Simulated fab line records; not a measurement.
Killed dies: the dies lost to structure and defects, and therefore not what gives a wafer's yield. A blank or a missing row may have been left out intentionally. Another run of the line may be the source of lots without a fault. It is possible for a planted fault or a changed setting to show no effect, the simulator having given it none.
fab line records | flow n5Finfet
record lots=9 wafers=27 lastDay=17
route steps=1938 shown GATE_CUT@493 BEOL_M4@1111 PASSIVATION@1936
lots with no fault: from the same line, run without faults
startH: the number of hours between the record's first day and the start of the first shown wafer of the lot | waitH: time in hours since the lot's previous step | " same as the row above | L1.1+2: a single row standing in for several wafers | - either no value or no given start | * or withheld: withheld | < > ~ a bound
route shown NAME@n: a module of which the file shows steps, and the number in the route of the first | usual: mean/standard deviation taken from wafers without a fault | same: alike in all rows | chamber/n: place in a boat | sites: per-site readings | _std_site: the standard deviation of these | _edge_site: outer sites' mean less inner sites' | radiusMm: for every site, how far away it sits from the centre of the wafer | mask NAME#n: copy n | behind: the most recent tool/chamber to have shaped the wafer | hold: why the lot went on hold/how many hours it stayed there/how the hold came to an end | device: the n, p or np transistor that did not switch | end of line: tests run on the same wafers once the route is complete | where a step has no rows: the recipe by itself | killed: dies that structure and defects cost at the first sort, which is not the same as the wafer's yield | map: shows each die of a wafer: x if killed, . if not, _ if none is there
set.NAME: the setting that was run; set.NAME@STEP: the one run at that earlier step | model.NAME: the simulator's own value behind a step, which no gauge read
route steps across a sampled set of lots; one table per step, one row per wafer
services: from which hour (startH, from the record's first day; less than 0 if before it) a tool's chamber was out of use, for how many hours, and why
## steps
# step N5_GATE_CUT_ETCH_37
# recipe chemistry=N2/H2 target=SOC targetDepthA=600 overetchA=120 maskMaterial=SiARC tempC=40 timeS=90 ionEnergyEv=200 pressureMtorr=30 sourceW=840 biasW=150 n2FlowSccm=200 h2FlowSccm=200
# usual biasW=150.0/0.42 drypumpMotorCurrentA=5.8/0.5 oesProductAu=0.68/0.065 rfVppV=523.8/2.7 showerheadPlenumPTorr=2.54/0.09 throttleValvePct=17.9/0.3
# columns lot.wafer tool chamber startH waitH biasW drypumpMotorCurrentA oesProductAu rfHoursCounterH rfVppV showerheadPlenumPTorr throttleValvePct
L584.1 rieDiel-03 2 94.89 0.0 149.9 5.3 0.64 203 526.1 2.60 17.9
L584.4 " 1 " " 150.1 5.7 0.68 156 520.5 2.45 18.1
L584.5 " 1 " " 149.4 5.7 0.67 - 521.1 2.45 18.1
L585.1 rieDiel-02 3 101.84 0.0 150.0 5.5 0.82 23 529.7 2.67 17.4
L585.4 " 2 " " 150.1 5.6 0.65 196 520.0 2.42 17.8
L585.6 " 2 " " 149.6 5.6 0.65 - 520.8 2.42 17.8
L589.1 rieDiel-01 2 127.34 0.0 148.8 5.7 0.65 219 522.8 2.49 18.1
L589.2 " 3 " " 150.5 6.6 0.66 154 526.4 2.66 18.1
L589.5 " 1 " " 150.0 6.6 0.63 - 520.0 2.41 17.5
L591.2 rieDiel-02 1 137.46 0.0 150.0 6.2 0.66 179 523.3 2.54 17.9
L591.4 " 2 " " 149.6 5.6 0.65 206 519.2 2.41 17.8
L591.6 " 1 " " 149.7 6.2 0.66 - 523.6 2.54 17.8
L592.2 rieDiel-03 0 143.02 0.0 149.9 5.7 0.65 210 526.2 2.62 18.2
L592.3 " 1 " " 149.9 5.7 0.67 171 520.2 2.45 18.2
L592.4 " 2 " " 149.9 5.3 0.63 217 526.6 2.60 17.9
L594.2 rieDiel-01 3 158.96 0.0 149.2 6.6 0.65 163 526.9 2.65 18.1
L594.3 " 2 " " 149.5 5.7 0.64 228 521.1 2.49 18.1
L594.5 " 0 " " 150.0 5.6 0.80 - 524.8 2.58 17.4
L596.2 rieDiel-01 3 170.61 0.0 150.3 6.6 0.65 165 526.6 2.65 18.1
L596.4 " 1 " " 150.0 6.6 0.63 221 519.9 2.40 17.5
L596.5 " 1 " " 150.0 6.6 0.63 - 520.1 2.40 17.5
L601.1 rieDiel-01 2 200.36 0.0 149.8 5.7 0.63 241 524.7 2.48 18.2
L601.4 " 1 " " 149.6 6.6 0.62 231 520.2 2.40 17.5
L601.6 " 3 " " 150.0 6.6 0.65 - 527.2 2.65 18.2
L602.2 rieDiel-03 3 206.88 0.0 149.7 5.1 0.64 207 521.8 2.53 18.1
L602.4 " 2 " " 150.7 5.3 0.62 237 525.1 2.59 18.0
L602.5 " 1 " " 150.3 5.7 0.65 - 520.8 2.44 18.2
# step N5_GATE_CUT_CUT_ETCH_54
# recipe chemistry=Cl2/BCl3 target=TiN maskMaterial=SiO2 targetDepthA=967 pressureMtorr=10 icpW=1000 biasW=126 Cl2_flow_sccm=53.25 bcl3FlowSccm=21.75 Ar_flow_sccm=25 ends=cleared
# usual biasW=126.1/0.32 drypumpMotorCurrentA=5.46/0.2 etchRfOnTimeS=36.6/1.4 oesProductAu=0.70/0.099 throttleValvePct=22.31/0.17
# columns lot.wafer tool chamber startH waitH biasW drypumpMotorCurrentA etchRfOnTimeS oesProductAu rfHoursCounterH throttleValvePct
L584.1 rieMetal-02 0 95.27 0.0 125.7 5.52 38.4 0.54 120 22.36
L584.4 " 0 " " 126.4 5.48 38.0 0.53 - 22.34
L584.5 " 1 " " 125.9 5.32 34.2 0.84 - 22.37
L585.1 rieMetal-03 0 102.22 0.0 125.6 5.22 38.3 0.73 27 22.20
L585.4 " 0 " " 125.8 5.21 38.5 0.73 - 22.19
L585.6 " 0 " " 125.9 5.26 38.4 0.73 - 22.21
L589.1 rieMetal-03 0 127.71 0.0 126.2 5.24 37.8 0.73 29 22.18
L589.2 " 1 " " 126.0 5.49 35.6 0.62 98 22.54
L589.5 " 0 " " 126.5 5.19 37.6 0.74 - 22.19
L591.2 rieMetal-03 1 137.83 0.0 126.0 5.50 35.9 0.62 98 22.56
L591.4 " 0 " " 126.2 5.21 38.0 0.72 - 22.21
L591.6 " 0 " " 126.1 5.18 38.2 0.73 - 22.21
L592.2 rieMetal-02 1 143.39 0.0 126.0 5.34 34.4 0.82 15 22.38
L592.3 " 1 " " 126.2 5.33 34.4 0.82 - 22.40
L592.4 " 0 " " 125.8 5.48 37.7 0.53 - 22.36
L594.2 rieMetal-01 0 159.33 0.0 126.6 5.87 35.7 0.71 42 22.13
L594.3 " 1 " " 125.7 5.58 37.9 0.80 - 22.03
L594.5 " 0 " " 125.9 5.86 35.8 0.70 - 22.15
L596.2 rieMetal-01 1 170.98 0.0 126.0 5.55 37.8 0.81 12 22.05
L596.4 " 0 " " 126.1 5.86 35.7 0.70 - 22.16
L596.5 " 1 " " 126.3 5.58 37.5 0.79 - 22.01
L601.1 rieMetal-02 0 200.73 0.0 125.8 5.47 38.2 0.52 129 22.37
L601.4 " 1 " " 126.5 5.35 34.9 0.79 - 22.40
L601.6 " 1 " " 125.8 5.35 34.7 0.80 - 22.42
L602.2 rieMetal-02 1 207.33 0.1 126.6 5.31 34.7 0.80 - 22.41
L602.4 " 1 " " 125.9 5.28 34.7 0.79 - 22.39
L602.5 " 1 " " 125.7 5.33 34.5 0.79 - 22.40
# step N5_GATE_CUT_CMP_23
# recipe stopOn=SiO2 tOverpolishS=23.4 postCmpClean=alkalineBrush downForcePsi=2.5 platenRpm=51.8 padVelocityMS=1.0307 targetThkNm=16
# usual edgeZonePressureFrac=1.000/0.0051 headPressurePsi=2.499/0.0055 motorCurrentA=8.9/0.61 overpolishRunS=23.399/0.0088 timeToEndpointS=21/3
# columns lot.wafer tool chamber startH waitH edgeZonePressureFrac headPressurePsi motorCurrentA overpolishRunS timeToEndpointS
L584.4 cmp-01 2 97.14 0.8 0.995 2.500 8.1 23.399 18
L584.1 " 1 " " 1.003 2.498 8.3 23.403 19
L584.5 " 3 " " 0.992 2.502 8.2 23.397 16
L585.4 cmp-03 2 104.09 0.8 1.000 2.496 9.2 23.399 14
L585.1 " 0 " " 0.997 2.499 9.3 23.402 24
L585.6 " 3 " " 0.998 2.490 10.0 23.384 16
L589.2 cmp-01 0 129.59 0.8 1.000 2.493 8.2 23.384 24
L589.1 " 3 " " 1.000 2.494 7.8 23.392 21
L589.5 " 1 " " 1.007 2.505 7.8 23.398 22
L591.2 cmp-01 3 139.74 0.8 0.998 1.805 7.0 23.387 23
L591.4 " 1 " " 1.002 1.801 6.9 23.393 25
L591.6 " 2 " " 1.006 1.791 6.7 23.402 26
L592.2 cmp-04 1 145.27 0.8 0.999 2.486 8.4 23.389 26
L592.3 " 2 " " 0.999 2.503 9.2 23.385 25
L592.4 " 0 " " 0.998 2.501 9.0 23.414 24
L594.2 cmp-01 1 161.21 0.8 1.006 1.799 7.0 23.415 27
L594.3 " 0 " " 1.006 1.792 7.4 23.390 30
L594.5 " 2 " " 0.999 1.799 7.1 23.408 26
L596.4 cmp-03 0 172.85 0.8 1.002 2.497 9.2 23.399 24
L596.2 " 2 " " 0.998 2.495 9.4 23.415 16
L596.5 " 1 " " 1.004 2.490 8.5 23.405 21
L601.1 cmp-04 3 202.78 0.8 0.996 2.501 9.4 23.403 25
L601.4 " 1 " " 1.003 2.507 8.8 23.386 22
L601.6 " 2 " " 1.000 2.521 9.4 23.393 23
L602.2 cmp-04 0 209.47 0.8 0.993 2.497 9.4 23.404 21
L602.4 " 3 " " 1.001 2.498 9.1 23.405 23
L602.5 " 0 " " 0.997 2.507 9.6 23.389 22
# step N5_GATE_CUT_THK_MEAS_24
# recipe reads=SiO2_of_GATE_CUT_HM_DEP_46+SiO2_flowable_of_ILD0_FCVD_FILL_01
# usual GC_FILL_THK=220.7/2
# columns lot.wafer tool chamber startH waitH GC_FILL_THK[nm]
L584.1 filmMetro-02 - 97.44 - 219.5
L584.4 " - " " 220.9
L584.5 " - " " 222.0
L585.1 filmMetro-01 - 104.38 - 219.6
L585.4 " - " " 224.4
L585.6 " - " " 224.6
L589.1 filmMetro-01 - 129.88 - 220.0
L589.2 " - " " 220.2
L589.5 " - " " 223.7
L591.2 filmMetro-01 - 140.00 - 223.4
L591.4 " - " " 225.1
L591.6 " - " " 224.5
L592.2 filmMetro-02 - 145.56 - 221.0
L592.3 " - " " 222.7
L592.4 " - " " 223.7
L594.2 filmMetro-01 - 161.51 - 221.8
L594.3 " - " " 217.7
L594.5 " - " " 222.1
L596.2 filmMetro-02 - 173.15 - 220.0
L596.4 " - " " 221.5
L596.5 " - " " 220.2
L601.1 filmMetro-01 - 203.04 - 217.4
L601.4 " - " " 220.6
L601.6 " - " " 220.9
L602.2 filmMetro-02 - 209.77 - 220.9
L602.4 " - " " 221.8
L602.5 " - " " 220.3
# step N5_BEOL_M4_RC_MEAS_101
# usual DIBL_N=36.0/2.5 DIBL_P=36.7/3 IOFF_N=0.16/0.043 IOFF_P=0.21/0.049 ION_N=673/15 ION_P=461/9.8 SS_N=71.5/0.83 SS_P=73.4/0.83 VT_N=250/4 VT_P=-251/4
# columns lot.wafer tool chamber startH waitH DIBL_N[mV/V] DIBL_P[mV/V] IOFF_N[nA/um] IOFF_P[nA/um] ION_N[uA/um] ION_P[uA/um] SS_N[mV/dec] SS_P[mV/dec] VT_N[mV] VT_P[mV]
L584.1 prober-02 0 180.56 0.0 36.6 37.3 0.18 0.19 697 468 71.9 74.1 248 -254
L584.4 " 0 " " 38.3 38.7 0.20 0.22 686 459 72.2 74.5 247 -251
L584.5 " 0 " " 34.3 34.4 0.13 0.16 676 463 70.9 73.0 254 -255
L585.1 prober-02 0 185.75 0.0 40.0 40.1 0.22 0.28 691 467 72.0 73.9 243 -243
L585.4 " 0 " " 35.5 35.4 0.14 0.20 664 455 71.4 73.4 251 -251
L585.6 " 0 " " 40.0 41.3 0.24 0.32 700 482 72.0 73.7 242 -243
L589.1 prober-02 0 212.67 0.0 30.3 32.5 0.10 0.14 645 441 71.2 71.8 256 -257
L589.2 " 0 " " 31.6 34.5 0.12 0.16 651 453 70.9 72.6 252 -254
L589.5 " 0 " " 36.3 39.7 0.23 0.26 681 464 73.6 73.7 244 -246
L591.2 prober-01 0 218.24 0.2 39.2 43.4 0.28 0.32 689 470 72.0 75.1 242 -244
L591.4 " 0 " " 35.1 35.1 0.17 0.18 666 456 71.2 73.2 249 -254
L591.6 " 0 " " 33.3 35.7 0.13 0.17 677 463 69.9 72.6 251 -254
L592.2 prober-02 0 220.05 0.2 39.1 38.4 0.18 0.22 668 457 72.7 74.4 251 -251
L592.3 " 0 " " 37.2 37.8 0.15 0.21 665 455 71.9 73.5 251 -252
L592.4 " 0 " " 34.3 34.9 0.12 0.18 651 456 70.4 73.3 254 -255
L594.2 prober-02 0 237.25 0.2 34.1 31.5 0.12 0.19 685 473 70.1 72.6 253 -250
L594.3 " 0 " " 34.7 31.4 0.11 0.18 651 455 71.0 72.2 256 -248
L594.5 " 0 " " 35.0 31.5 0.13 0.20 662 466 70.8 72.7 253 -248
L596.2 prober-01 0 243.50 0.2 41.8 41.4 0.27 0.32 684 462 73.2 74.9 247 -244
L596.4 " 0 " " 34.5 32.9 0.13 0.18 668 462 70.4 72.5 251 -251
L596.5 " 0 " " 35.7 33.3 0.13 0.18 650 447 71.9 73.4 256 -251
L601.1 prober-02 0 288.27 0.0 33.7 35.3 0.12 0.17 674 458 71.4 72.8 255 -256
L601.4 " 0 " " 35.5 37.1 0.15 0.19 679 461 71.3 73.7 250 -253
L601.6 " 0 " " 37.5 38.7 0.17 0.20 666 445 72.2 74.1 253 -252
L602.2 prober-01 0 296.14 0.2 37.2 38.7 0.19 0.26 677 464 71.9 73.6 248 -248
L602.4 " 0 " " 33.4 33.9 0.13 0.19 662 463 70.9 72.9 253 -250
L602.5 " 0 " " 34.2 34.3 0.15 0.20 682 472 71.5 72.6 246 -249
# step N5_PASSIVATION_PROBE_49
# usual defectLimitedYield=91.1/1.5 killed_at_M0_to_M3=37/11 killed_at_M4_up=13/5.6 killedAtContacts=12/5.6 killedAtFrontEnd=39/11 killedAtOther=4/3.1 killedDies=105/18 killedOpen=69/13 killedShort=35/7.4 sort_bin_4_leakage=0.00/0.022 sort_bin_5_function=5.1/0.92 sort_bin_6_memory=3.4/0.76 sort_bin_8_speed=0.02/0.11 sortNPass=1075/18 sortYieldPct=91.1/1.5
# same grossDies=1180 killedAtBackSide=0
# columns lot.wafer tool chamber startH waitH defectLimitedYield[%] killed_at_M0_to_M3 killed_at_M4_up killedAtContacts killedAtFrontEnd killedAtOther killedDies killedOpen killedShort sort_bin_4_leakage[%] sort_bin_5_function[%] sort_bin_6_memory[%] sort_bin_8_speed[%] sortNPass sortYieldPct[%]
L602.2 prober-02 - 406.93 0.1 91.1 32 33 9 30 1 105 67 34 0 5.3 3.3 0 1075 91.1
L602.4 prober-02 - 407.03 0.2 90.9 38 20 9 37 3 107 77 29 0 5.9 3.1 0 1073 90.9
L602.5 prober-02 - 407.08 0.2 91.4 44 20 4 27 6 101 68 32 0 5.1 3.3 0 1079 91.4
# killed by level:class
L602.2 BEOL_M4:geometricParticle:open=18 BEOL_M0_SAQP:geometricParticle:short=8 FIN_SAQP:geometricParticle:short=7 FIN_SAQP:geometricParticle:open=7 STI_FIN_REVEAL:geometricParticle:open=7 BEOL_M0_SAQP:geometricParticle:open=7 BEOL_M4:geometricParticle:short=6 MOL_CONTACT_COAG:geometricParticle:open=5
L602.4 BEOL_M1:geometricParticle:open=17 BEOL_M4:geometricParticle:open=15 FIN_SAQP:geometricParticle:short=8 MOL_CONTACT_COAG:geometricParticle:open=6 STI_FIN_REVEAL:geometricParticle:open=6 DUMMY_GATE:geometricParticle:open=6 BEOL_M0_SAQP:geometricParticle:short=5 BEOL_M0_SAQP:geometricParticle:open=5
L602.5 BEOL_M4:geometricParticle:open=10 BEOL_M0_SAQP:geometricParticle:open=9 FIN_SAQP:geometricParticle:open=8 BEOL_M1:geometricParticle:open=8 FIN_SAQP:geometricParticle:short=7 BEOL_M3:geometricParticle:open=7 BEOL_M0_SAQP:geometricParticle:short=6 BEOL_M2:geometricParticle:open=6
## services
# columns tool chamber startH hours kind
rieDiel-03 1 76.00 12.8 repair
rieDiel-01 - 94.55 4.1 repair
rieMetal-01 - 100.53 2.8 pm
cmp-04 - 103.02 4.0 pm
cmp-04 - 107.02 - consumableReplace:conditioner
cmp-04 - 107.02 - consumableReplace:pad
cmp-01 - 118.43 9.1 pm
rieMetal-01 0 133.41 1.5 repair
cmp-03 - 152.50 1.3 repair
cmp-01 - 199.59 4.0 pm
cmp-01 - 203.59 - consumableReplace:conditioner
cmp-01 - 203.59 - consumableReplace:pad
rieMetal-02 0 204.74 - clean
rieMetal-02 0 204.74 23.6 scheduledDown
rieMetal-02 0 204.74 23.6 ventCycle
rieDiel-02 - 204.96 14.6 pm
rieMetal-02 1 209.25 8.3 repair
## key
firstSign step=N5_GATE_CUT_CMP_23 reading=headPressurePsi direction=down sigmas=99+ usual=2.499 struck=1.798
effect step=N5_GATE_CUT_CMP_23 reading=motorCurrentA direction=down sigmas=3 usual=8.9 struck=7.0
metAt N5_GATE_CUT_CMP_23
struckLots L591,L594
notActingAt N5_GATE_CUT_ETCH_37,N5_GATE_CUT_CUT_ETCH_54,N5_GATE_CUT_THK_MEAS_24
onsetBetween 129.59 139.74
fault kind=processParameterDrift tool=cmp-01 chamber=- onsetH=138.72 steps=N5_GATE_CUT_CMP_23 channel=downForcePsi offset=-0.70089 shape=step endH=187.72 actsIn=theseRecipesOnly stated=2.5
